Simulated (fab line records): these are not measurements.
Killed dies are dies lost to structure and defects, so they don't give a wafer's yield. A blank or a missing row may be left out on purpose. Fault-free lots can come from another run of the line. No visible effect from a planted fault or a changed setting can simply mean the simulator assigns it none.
Chamber matching ; flow n5Finfet ; 4 sister chambers for N5_BEOL_M1_VIA_ETCH_34 on rieDiel-05
The step etches the open film in C4F6/O2, target depth 67.8 nm, time 64.4 s. 4 wafers are shown with their chamber, then 8 later ones without.

## WAFERS WITH THEIR CHAMBER
wafer;chamber;showerheadPlenumPTorr (Torr)
L076.4;2;2.70
L087.1;3;2.92
L087.2;1;3.01
L089.2;0;2.78

## WAFERS MISSING THEIR CHAMBER
wafer;showerheadPlenumPTorr (Torr)
L089.3;2.92
L089.5;3.01
L093.1;3.01
L093.2;3.03
L093.6;3.01
L096.1;2.91
L096.2;3.01
L096.4;3.03

## EACH ONE'S CHAMBER
wafer;from the rows above;in truth
L089.3;3;3
L089.5;1;1
L093.1;1;1
L093.2;1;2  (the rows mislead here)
L093.6;1;1
L096.1;3;3
L096.2;1;1
L096.4;1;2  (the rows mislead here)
6 of 8 placed correctly. Number that these rows cannot place: 0. Wrongly placed: 2.
How it was worked out, from the rows above alone: a wafer's distance from a chamber is the root of the sum, over the readings, of the square of ((its reading less the chamber's mean) divided by the reading's scatter). If the next closest chamber is less than 2 further off than the closest, the wafer can't be placed; otherwise it belongs to the closest. For every chamber, the mean is computed from those of its wafers that are shown. The scatter: with one shown wafer a chamber, the root of the mean of the squares of how far each hidden wafer lies from its nearest shown one.
